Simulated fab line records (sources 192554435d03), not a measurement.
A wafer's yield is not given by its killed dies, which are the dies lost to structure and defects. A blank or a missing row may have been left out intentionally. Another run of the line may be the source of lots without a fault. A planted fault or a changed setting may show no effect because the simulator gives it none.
fab line records	flow n5Finfet	part 1 of 2: steps 1 to 20 of 29
record: lots: 5	wafers: 15	lastDay: 17
route steps=1938 shown BEOL_M0_SAQP@677 BEOL_M0_CUTY@701
lots that met no fault: from a run of the same line without faults
startH: hours from the record's opening day to when the first of the lot's shown wafers began	waitH: hours from the lot's prior step to this one	" as in the row above	L1.1+2: a row that stands for several wafers	- no value, or no start given	* or withheld: withheld	< > ~ a bound
route shown NAME@n: a module of which the file shows steps, and the number in the route of the first	usual: average and standard deviation across the fault-free wafers	same: alike in all rows	chamber/n: place in a boat	sites: the reading at each site	_std_site: standard deviation across them	_edge_site: inner sites' mean taken away from outer sites' mean	radiusMm: how far each site lies from the wafer's centre	mask NAME#n: copy n	behind: the last tool/chamber to shape the wafer	hold: why the lot was held/for how many hours/how that ended	device: the transistor (n, p or np) that didn't switch	end of line: the route-end tests of the same wafers	a step without rows: its recipe alone	killed: the dies lost at the first sort to structure and to defects; this is not the yield of the wafer	map: shows each die of a wafer: x if killed, . if not, _ if none is there
set.NAME: the setting as run; set.NAME@STEP: as run at that earlier step	model.NAME: the simulator's own value behind a step, which no gauge read
a table for each step, a row for each wafer; lots at some steps of the route
services: from which hour (startH, from the record's first day; less than 0 if before it) a tool's chamber was out of use, for how many hours, and why
== steps ==
step: N5_BEOL_M0_SAQP_SPACER2_ETCHBACK_27
recipe: chemistry: CHF3/O2	mode: anisotropicEtchback	target: SiO2	targetDepthA: 225	timeS: 11.25	pressureMtorr: 30	sourceW: 650	biasW: 170	Ar_flow_sccm: 200	CHF3_flow_sccm: 50	O2_flow_sccm: 5	ionEnergyEv: 200
usual: O2_flow_sccm: 5.003/0.014	drypumpMotorCurrentA: 5.5/0.44	oesProductAu: 0.78/0.081	rfVppV: 524/9.5	showerheadPlenumPTorr: 2.38/0.07	throttleValvePct: 18.96/0.21
lot.wafer	tool	chamber	startH	waitH	O2_flow_sccm	drypumpMotorCurrentA	oesProductAu	rfHoursCounterH	rfVppV	showerheadPlenumPTorr	throttleValvePct
L077.1	rieDiel-03	2	127.29	0.3	5.007	5.2	0.73	156	528	2.50	19.08
L077.5	"	1	"	"	4.992	5.6	0.74	-	539	2.38	18.73
L077.6	"	2	"	"	5.017	5.2	0.74	-	528	2.51	19.07
L078.1	rieDiel-03	3	133.05	0.3	5.019	5.7	0.75	136	516	2.30	19.16
L078.3	"	1	"	"	5.009	5.6	0.73	172	539	2.38	18.74
L078.5	"	0	"	"	5.000	5.7	0.75	-	519	2.24	18.97
L084.2	rieDiel-06	1	182.73	0.3	5.000	5.8	0.77	158	518	2.33	19.21
L084.3	"	3	"	"	5.002	5.0	0.95	10	511	2.45	18.52
L084.4	"	0	"	"	5.005	6.4	0.79	82	527	2.43	18.63
L087.1	rieDiel-04	1	198.56	0.3	4.991	5.5	0.97	7	526	2.45	19.05
L087.2	"	0	"	"	4.989	6.0	0.81	128	540	2.31	18.90
L087.4	"	3	"	"	5.012	4.9	0.72	200	515	2.39	19.08
L095.3	rieDiel-04	3	239.09	0.3	4.988	4.9	0.71	212	517	2.39	19.10
L095.4	"	2	"	"	5.017	4.8	0.86	49	511	2.36	18.75
L095.6	"	0	"	"	5.008	6.0	0.79	-	540	2.31	18.92
step: N5_BEOL_M0_SAQP_MANDREL2_REMOVE_110
recipe: chemistry: HBr/Cl2/O2	btTimeS: 10	target: a-Si	stopOn: SiCN	endpoint: OES-SiCl	overEtchFrac: 1	icpW: 600	biasW: 30	HBr_flow_sccm: 150	Cl2_flow_sccm: 80	O2_flow_sccm: 5	pressureMtorr: 10
usual: O2_flow_sccm: 5.001/0.014	drypumpMotorCurrentA: 5.8/0.49	mfcCl2Sccm: 79.94/0.25	oesProductAu: 1.000/0.023	throttleValvePct: 36.68/0.26
lot.wafer	tool	chamber	startH	waitH	O2_flow_sccm	drypumpMotorCurrentA	mfcCl2Sccm	oesProductAu	rfHoursCounterH	throttleValvePct
L077.1	rieSi-04	0	127.38	0.1	5.037	5.9	80.24	0.985	46	36.53
L077.5	"	0	"	"	5.034	6.0	80.01	0.990	-	36.53
L077.6	"	3	"	"	4.987	5.0	79.94	1.019	-	37.12
L078.1	rieSi-06	1	133.14	0.1	4.991	6.4	79.98	1.011	85	36.26
L078.3	"	0	"	"	5.005	5.3	79.92	0.966	59	36.72
L078.5	"	1	"	"	4.984	6.4	79.97	1.013	-	36.26
L084.2	rieSi-06	3	182.82	0.1	4.996	6.2	79.74	0.996	19	36.62
L084.3	"	1	"	"	4.998	6.4	80.24	1.013	86	36.27
L084.4	"	2	"	"	5.014	6.4	79.77	0.970	63	36.59
L087.1	rieSi-06	0	198.65	0.1	5.012	5.2	80.02	0.967	60	36.70
L087.2	"	2	"	"	5.020	6.4	79.92	0.990	63	36.59
L087.4	"	1	"	"	4.989	6.3	79.78	1.022	86	36.26
L095.3	rieSi-06	3	239.18	0.1	4.988	6.2	79.85	1.001	20	36.62
L095.4	"	1	"	"	4.993	6.4	79.90	1.025	-	36.27
L095.6	"	0	"	"	5.011	5.3	79.96	0.971	-	36.73
step: N5_BEOL_M0_SAQP_CD_MEAS_29
recipe: targetCdNm: 14.4	landingEnergyEv: 1000	detector: seInlens
usual: cdNm: 14.98/0.2
lot.wafer	tool	chamber	startH	waitH	cdNm
L077.1	cdSem-03	0	127.49	0.1	15.31
L077.5	"	0	"	"	14.99
L077.6	"	0	"	"	15.24
L078.1	cdSem-02	0	133.25	0.1	14.74
L078.3	"	0	"	"	14.93
L078.5	"	0	"	"	14.74
L084.2	cdSem-03	0	182.93	0.1	14.89
L084.3	"	0	"	"	14.85
L084.4	"	0	"	"	14.70
L087.1	cdSem-02	0	198.76	0.1	14.94
L087.2	"	0	"	"	15.02
L087.4	"	0	"	"	14.94
L095.3	cdSem-02	0	239.29	0.1	15.17
L095.4	"	0	"	"	14.94
L095.6	"	0	"	"	15.20
step: N5_BEOL_M0_SAQP_COAT_69
recipe: resist: SOC	tempC: 250	timeS: 60	spinRpm: 1500	resistThkNm: 90
usual: plateTempC: 249.99/0.15
lot.wafer	tool	chamber	startH	waitH	plateTempC
L077.1	lithoTrack-01	0	127.53	0.0	249.98
L077.5	"	0	"	"	249.95
L077.6	"	0	"	"	249.82
L078.1	lithoTrack-03	0	133.28	0.0	249.76
L078.3	"	0	"	"	249.78
L078.5	"	0	"	"	249.93
L084.2	lithoTrack-04	0	182.97	0.0	250.32
L084.3	"	0	"	"	249.68
L084.4	"	0	"	"	250.19
L087.1	lithoTrack-01	0	198.80	0.0	250.05
L087.2	"	0	"	"	250.17
L087.4	"	0	"	"	250.10
L095.3	lithoTrack-03	0	239.32	0.0	250.03
L095.4	"	0	"	"	249.92
L095.6	"	0	"	"	250.15
step: N5_BEOL_M0_SAQP_COAT_72
recipe: resist: SiARC	tempC: 220	timeS: 60	spinRpm: 1500	resistThkNm: 15
usual: plateTempC: 219.98/0.17
lot.wafer	tool	chamber	startH	waitH	plateTempC
L077.1	lithoTrack-01	0	-	-	219.96
L077.5	"	0	"	"	219.88
L077.6	"	0	"	"	219.93
L078.1	lithoTrack-03	0	-	-	220.32
L078.3	"	0	"	"	219.88
L078.5	"	0	"	"	219.94
L084.2	lithoTrack-04	0	-	-	220.18
L084.3	"	0	"	"	219.98
L084.4	"	0	"	"	219.90
L087.1	lithoTrack-01	0	-	-	219.70
L087.2	"	0	"	"	219.72
L087.4	"	0	"	"	219.86
L095.3	lithoTrack-03	0	-	-	220.03
L095.4	"	0	"	"	219.94
L095.6	"	0	"	"	219.98
step: N5_BEOL_M0_SAQP_COAT_87
recipe: resist: underlayer	tempC: 205	timeS: 60	spinRpm: 1500	resistThkNm: 5
usual: plateTempC: 204.99/0.18
lot.wafer	tool	chamber	startH	waitH	plateTempC
L077.1	lithoTrack-01	0	-	-	204.85
L077.5	"	0	"	"	204.64
L077.6	"	0	"	"	205.03
L078.1	lithoTrack-03	0	-	-	204.96
L078.3	"	0	"	"	204.83
L078.5	"	0	"	"	204.78
L084.2	lithoTrack-04	0	-	-	205.30
L084.3	"	0	"	"	205.49
L084.4	"	0	"	"	205.24
L087.1	lithoTrack-01	0	-	-	205.00
L087.2	"	0	"	"	205.23
L087.4	"	0	"	"	204.87
L095.3	lithoTrack-03	0	-	-	205.11
L095.4	"	0	"	"	204.90
L095.6	"	0	"	"	205.10
step: N5_BEOL_M0_SAQP_COAT_34
recipe: resist: CAR-EUV	spinRpm: 1500	resistThkNm: 30
lot.wafer	tool	chamber	startH	waitH
L077.1+5+6	lithoTrack-01	0	-	-
L078.1+3+5	lithoTrack-03	0	-	-
L084.2+3+4	lithoTrack-04	0	-	-
L087.1+2+4	lithoTrack-01	0	-	-
L095.3+4+6	lithoTrack-03	0	-	-
step: N5_BEOL_M0_SAQP_EBR_36
recipe: solvent: PGMEA	ebrWidthMm: 1.5
lot.wafer	tool	chamber	startH	waitH
L077.1+5+6	lithoTrack-01	0	-	-
L078.1+3+5	lithoTrack-03	0	-	-
L084.2+3+4	lithoTrack-04	0	-	-
L087.1+2+4	lithoTrack-01	0	-	-
L095.3+4+6	lithoTrack-03	0	-	-
step: N5_BEOL_M0_SAQP_SOFTBAKE_35
recipe: tempC: 110	timeS: 60	resist: CAR-EUV
usual: plateTempC: 109.98/0.12
lot.wafer	tool	chamber	startH	waitH	plateTempC
L077.1	lithoTrack-01	0	-	-	109.86
L077.5	"	0	"	"	109.76
L077.6	"	0	"	"	109.68
L078.1	lithoTrack-03	0	-	-	109.98
L078.3	"	0	"	"	109.98
L078.5	"	0	"	"	110.08
L084.2	lithoTrack-04	0	-	-	109.98
L084.3	"	0	"	"	110.25
L084.4	"	0	"	"	110.16
L087.1	lithoTrack-01	0	-	-	109.70
L087.2	"	0	"	"	109.85
L087.4	"	0	"	"	110.05
L095.3	lithoTrack-03	0	-	-	109.74
L095.4	"	0	"	"	109.67
L095.6	"	0	"	"	109.85
step: N5_BEOL_M0_SAQP_EXPOSE_37
recipe: maskId: M0_CUT1	na: 0.33	sourceShape: annular	sigmaInner: 0.35	sigmaOuter: 0.8	polarization: unpolarized	targetCdNm: 30	doseMj: 44.75
usual: reticleTempC: 23.01/0.096
same: na: 0.33
lot.wafer	tool	chamber	startH	waitH	mask	reticleTempC
L077.1	euvScanner-01	0	127.66	-	M0_CUT1#0	22.91
L077.5	"	0	"	"	M0_CUT1#0	22.88
L077.6	"	0	"	"	M0_CUT1#0	23.06
L078.1	euvScanner-02	0	133.54	-	M0_CUT1#0	22.97
L078.3	"	0	"	"	M0_CUT1#0	22.98
L078.5	"	0	"	"	M0_CUT1#0	22.92
L084.2	euvScanner-01	0	183.24	-	M0_CUT1#0	23.09
L084.3	"	0	"	"	M0_CUT1#0	23.19
L084.4	"	0	"	"	M0_CUT1#0	23.01
L087.1	euvScanner-02	0	198.93	-	M0_CUT1#0	22.79
L087.2	"	0	"	"	M0_CUT1#0	22.95
L087.4	"	0	"	"	M0_CUT1#0	22.97
L095.3	euvScanner-01	0	239.48	-	M0_CUT1#0	23.03
L095.4	"	0	"	"	M0_CUT1#0	23.19
L095.6	"	0	"	"	M0_CUT1#0	23.14
step: N5_BEOL_M0_SAQP_PEB_38
recipe: pebTempC: 100	pebTimeS: 60	resist: CAR-EUV
usual: plateTempC: 100.01/0.13
lot.wafer	tool	chamber	startH	waitH	plateTempC
L077.1	lithoTrack-03	0	127.73	0.1	100.15
L077.5	"	0	"	"	99.95
L077.6	"	0	"	"	99.96
L078.1	lithoTrack-04	0	133.61	0.1	100.09
L078.3	"	0	"	"	100.03
L078.5	"	0	"	"	99.86
L084.2	lithoTrack-04	0	183.30	0.1	100.05
L084.3	"	0	"	"	99.89
L084.4	"	0	"	"	100.05
L087.1	lithoTrack-01	0	199.00	0.1	99.87
L087.2	"	0	"	"	100.15
L087.4	"	0	"	"	99.89
L095.3	lithoTrack-04	0	239.53	0.0	100.06
L095.4	"	0	"	"	100.16
L095.6	"	0	"	"	100.06
step: N5_BEOL_M0_SAQP_DEVELOP_39
recipe: developTimeS: 30	developer: TMAH	resist: CAR-EUV	rinseLiquid: surfactantRinse	dry: airSpin	devTempC: 23
lot.wafer	tool	chamber	startH	waitH
L077.1+5+6	lithoTrack-03	0	-	-
L078.1+3+5	lithoTrack-04	0	-	-
L084.2+3+4	lithoTrack-04	0	-	-
L087.1+2+4	lithoTrack-01	0	-	-
L095.3+4+6	lithoTrack-04	0	-	-
step: N5_BEOL_M0_SAQP_CD_MEAS_40
recipe: targetCdNm: 30	landingEnergyEv: 500	detector: seInlens
usual: cdNm: 29.87/0.23
lot.wafer	tool	chamber	startH	waitH	cdNm
L077.1	cdSem-03	0	127.80	-	29.55
L077.5	"	0	"	"	30.41
L077.6	"	0	"	"	30.10
L078.1	cdSem-02	0	133.68	-	29.99
L078.3	"	0	"	"	29.76
L078.5	"	0	"	"	29.68
L084.2	cdSem-02	0	183.37	-	29.85
L084.3	"	0	"	"	30.00
L084.4	"	0	"	"	29.71
L087.1	cdSem-02	0	199.07	-	29.72
L087.2	"	0	"	"	29.74
L087.4	"	0	"	"	29.91
L095.3	cdSem-02	0	239.61	-	29.77
L095.4	"	0	"	"	29.53
L095.6	"	0	"	"	29.85
step: N5_BEOL_M0_SAQP_OVL_MEAS_41
recipe: pointsPerWafer: 522
usual: M0_CUT1_OVL: -0.3/0.61
lot.wafer	tool	chamber	startH	waitH	M0_CUT1_OVL[nm]
L077.1	overlay-02	0	127.83	0.0	0.2
L077.5	"	0	"	"	-0.5
L077.6	"	0	"	"	0.3
L078.1	overlay-02	0	133.71	0.0	-0.4
L078.3	"	0	"	"	-1.2
L078.5	"	0	"	"	-1.3
L084.2	overlay-02	0	183.40	0.0	-0.1
L084.3	"	0	"	"	-1.0
L084.4	"	0	"	"	-1.0
L087.1	overlay-02	0	199.10	0.0	-0.5
L087.2	"	0	"	"	-0.6
L087.4	"	0	"	"	-1.0
L095.3	overlay-01	0	239.64	0.0	0.2
L095.4	"	0	"	"	-0.2
L095.6	"	0	"	"	0.0
step: N5_BEOL_M0_SAQP_INSPECT_42
recipe: mode: adi	inspectInstrument: brightfield
usual: rawDefectCount: 298/77
lot.wafer	tool	chamber	startH	waitH	rawDefectCount
L077.1	defectInspect-02	-	127.89	0.1	175
L077.5	"	-	"	"	301
L077.6	"	-	"	"	265
L078.1	defectInspect-01	-	133.77	0.1	277
L078.3	"	-	"	"	385
L078.5	"	-	"	"	339
L084.2	defectInspect-02	-	183.45	0.0	269
L084.3	"	-	"	"	311
L084.4	"	-	"	"	451
L087.1	defectInspect-01	-	199.16	0.1	280
L087.2	"	-	"	"	288
L087.4	"	-	"	"	365
L095.3	defectInspect-02	-	239.69	0.0	207
L095.4	"	-	"	"	238
L095.6	"	-	"	"	397
step: N5_BEOL_M0_SAQP_DESCUM_45
recipe: chemistry: O2	timeS: 7	sourcePowerW: 50	biasPowerW: 20	pressureMtorr: 20	rfFrequencyHz: 2.712e+07	tempC: 40	resist: CAR-EUV	o2FlowSccm: 225
usual: drypumpMotorCurrentA: 5.5/0.43	oesProductAu: 0.78/0.079	rfVppV: 242.9/1.4	showerheadPlenumPTorr: 2.07/0.066	throttleValvePct: 20.52/0.24
lot.wafer	tool	chamber	startH	waitH	drypumpMotorCurrentA	oesProductAu	rfHoursCounterH	rfVppV	showerheadPlenumPTorr	throttleValvePct
L077.1	rieDiel-06	1	128.14	0.3	5.8	0.78	142	241.8	2.03	20.76
L077.5	"	1	"	"	5.8	0.79	-	240.1	2.03	20.76
L077.6	"	0	"	"	6.4	0.82	-	243.8	2.10	19.99
L078.1	rieDiel-03	0	133.80	0.0	5.7	0.77	129	240.0	1.95	20.59
L078.3	"	1	"	"	5.6	0.74	172	243.1	2.09	20.44
L078.5	"	0	"	"	5.7	0.76	-	241.5	1.95	20.57
L084.2	rieDiel-04	3	183.49	0.0	4.9	0.71	195	244.0	2.06	20.43
L084.3	"	1	"	"	5.5	0.99	3	244.7	2.15	20.72
L084.4	"	0	"	"	6.0	0.80	124	242.1	2.00	20.36
L087.1	rieDiel-06	3	199.19	0.0	5.0	0.94	14	243.7	2.14	20.13
L087.2	"	1	"	"	5.8	0.76	162	242.6	2.02	20.80
L087.4	"	2	"	"	5.7	0.70	206	243.4	2.07	20.40
L095.3	rieDiel-04	2	239.99	0.3	4.8	0.87	50	242.5	2.05	20.26
L095.4	"	0	"	"	6.0	0.77	142	241.9	2.00	20.39
L095.6	"	3	"	"	4.9	0.70	-	244.3	2.05	20.44
step: N5_BEOL_M0_SAQP_ETCH_88
recipe: chemistry: N2/H2	target: underlayer	targetDepthA: 65	timeS: 5.2	ionEnergyEv: 200	maskMaterial: CAR-EUV	pressureMtorr: 30	sourceW: 840	biasW: 150	n2FlowSccm: 200	h2FlowSccm: 200	ends: cleared
usual: drypumpMotorCurrentA: 5.5/0.43	etchRfOnTimeS: 5.21/0.12	oesProductAu: 0.66/0.065	rfVppV: 523.1/2.5	showerheadPlenumPTorr: 2.51/0.077	throttleValvePct: 17.98/0.22
lot.wafer	tool	chamber	startH	waitH	drypumpMotorCurrentA	etchRfOnTimeS	oesProductAu	rfHoursCounterH	rfVppV	showerheadPlenumPTorr	throttleValvePct
L077.1	rieDiel-06	1	128.18	0.0	5.8	5.01	0.69	142	520.0	2.45	18.17
L077.5	"	1	"	"	5.8	4.98	0.68	-	521.2	2.45	18.17
L077.6	"	0	"	"	6.3	5.30	0.69	-	525.7	2.58	17.61
L078.1	rieDiel-03	0	133.84	0.0	5.7	5.34	0.64	129	519.7	2.36	18.06
L078.3	"	1	"	"	5.6	5.24	0.63	172	522.1	2.54	17.89
L078.5	"	0	"	"	5.7	5.38	0.64	-	518.5	2.36	18.05
L084.2	rieDiel-04	3	183.52	0.0	4.9	5.05	0.62	195	523.2	2.53	17.96
L084.3	"	1	"	"	5.5	4.94	0.86	3	523.4	2.59	18.08
L084.4	"	0	"	"	6.1	5.07	0.69	124	521.5	2.46	17.99
L087.1	rieDiel-06	3	199.23	0.0	5.1	5.21	0.80	14	523.7	2.60	17.52
L087.2	"	1	"	"	5.8	5.08	0.65	162	520.7	2.45	18.25
L087.4	"	2	"	"	5.7	5.30	0.59	206	524.9	2.50	17.79
L095.3	rieDiel-04	2	240.02	0.0	4.8	5.30	0.73	50	521.9	2.48	17.66
L095.4	"	0	"	"	6.0	5.14	0.68	142	521.1	2.45	18.01
L095.6	"	3	"	"	4.9	5.09	0.61	-	523.1	2.52	18.02
step: N5_BEOL_M0_SAQP_ETCH_73
recipe: chemistry: CF4	target: SiARC	targetDepthA: 195	maskMaterial: CAR-EUV	timeS: 32.5	ionEnergyEv: 80	pressureMtorr: 40	sourceW: 545	biasW: 36	Ar_flow_sccm: 100	cf4FlowSccm: 100	ends: cleared
usual: drypumpMotorCurrentA: 5.5/0.43	etchRfOnTimeS: 32.6/0.68	oesProductAu: 0.66/0.065	rfVppV: 183.8/1.2	showerheadPlenumPTorr: 2.12/0.066	throttleValvePct: 15.71/0.25
lot.wafer	tool	chamber	startH	waitH	drypumpMotorCurrentA	etchRfOnTimeS	oesProductAu	rfHoursCounterH	rfVppV	showerheadPlenumPTorr	throttleValvePct
L077.1	rieDiel-06	1	128.20	0.0	5.8	31.4	0.67	142	184.1	2.07	15.87
L077.5	"	1	"	"	5.8	31.0	0.68	-	182.9	2.07	15.87
L077.6	"	0	"	"	6.4	32.8	0.69	-	184.9	2.16	15.28
L078.1	rieDiel-03	0	133.85	0.0	5.7	33.6	0.65	129	182.9	1.98	15.64
L078.3	"	1	"	"	5.6	33.0	0.63	172	183.5	2.12	15.49
L078.5	"	0	"	"	5.7	33.6	0.64	-	182.2	1.99	15.65
L084.2	rieDiel-04	3	183.54	0.0	4.9	31.3	0.63	195	185.7	2.13	15.83
L084.3	"	1	"	"	5.5	31.3	0.86	3	185.6	2.19	15.77
L084.4	"	0	"	"	6.0	31.9	0.69	124	183.0	2.06	15.66
L087.1	rieDiel-06	3	199.24	0.0	5.0	32.7	0.80	14	184.5	2.17	15.22
L087.2	"	1	"	"	5.8	31.5	0.66	162	181.8	2.07	15.91
L087.4	"	2	"	"	5.6	33.4	0.59	206	184.3	2.13	15.72
L095.3	rieDiel-04	2	240.04	0.0	4.9	32.4	0.74	50	184.2	2.09	15.36
L095.4	"	0	"	"	6.1	32.7	0.67	142	183.4	2.06	15.68
L095.6	"	3	"	"	4.9	31.7	0.61	-	182.7	2.13	15.86
step: N5_BEOL_M0_SAQP_CUT_ETCH_46
recipe: chemistry: N2/H2	target: SOC	targetDepthA: 1350	overetchA: 270	tempC: 40	timeS: 202.5	ionEnergyEv: 200	maskMaterial: SiARC	pressureMtorr: 30	sourceW: 840	biasW: 150	n2FlowSccm: 200	h2FlowSccm: 200
usual: drypumpMotorCurrentA: 5.5/0.43	rfVppV: 522.9/2.4	showerheadPlenumPTorr: 2.51/0.077	throttleValvePct: 17.93/0.22
lot.wafer	tool	chamber	startH	waitH	drypumpMotorCurrentA	rfHoursCounterH	rfVppV	showerheadPlenumPTorr	throttleValvePct
L077.1	rieDiel-06	1	128.23	0.0	5.8	142	521.7	2.45	18.15
L077.5	"	1	"	"	5.8	-	521.7	2.45	18.14
L077.6	"	0	"	"	6.4	-	525.3	2.58	17.59
L078.1	rieDiel-03	0	133.88	0.0	5.7	129	518.2	2.36	18.01
L078.3	"	1	"	"	5.6	172	522.1	2.54	17.83
L078.5	"	0	"	"	5.7	-	519.4	2.36	18.00
L084.2	rieDiel-04	3	183.57	0.0	4.9	195	525.0	2.53	17.93
L084.3	"	1	"	"	5.6	3	528.0	2.59	18.05
L084.4	"	0	"	"	6.0	124	521.5	2.46	17.91
L087.1	rieDiel-06	3	199.27	0.0	5.0	14	525.9	2.60	17.44
L087.2	"	1	"	"	5.8	162	520.8	2.45	18.16
L087.4	"	2	"	"	5.7	206	523.7	2.50	17.76
L095.3	rieDiel-04	2	240.07	0.0	4.8	50	522.9	2.48	17.62
L095.4	"	0	"	"	6.0	142	521.5	2.45	17.95
L095.6	"	3	"	"	4.9	-	523.4	2.52	17.97
step: N5_BEOL_M0_SAQP_STRIP_74
recipe: chemistry: N2/H2	tempC: 40	n2FlowSccm: 200	h2FlowSccm: 200	rfFrequencyHz: 6e+07
lot.wafer	tool	chamber	startH	waitH
L077.1+5+6	rieDiel-06	1,1,0	128.38	0.1
L078.1+3+5	rieDiel-03	0,1,0	134.04	0.1
L084.2+3+4	rieDiel-04	3,1,0	183.73	0.1
L087.1+2+4	rieDiel-06	3,1,2	199.43	0.1
L095.3+4+6	rieDiel-04	2,0,3	240.23	0.1
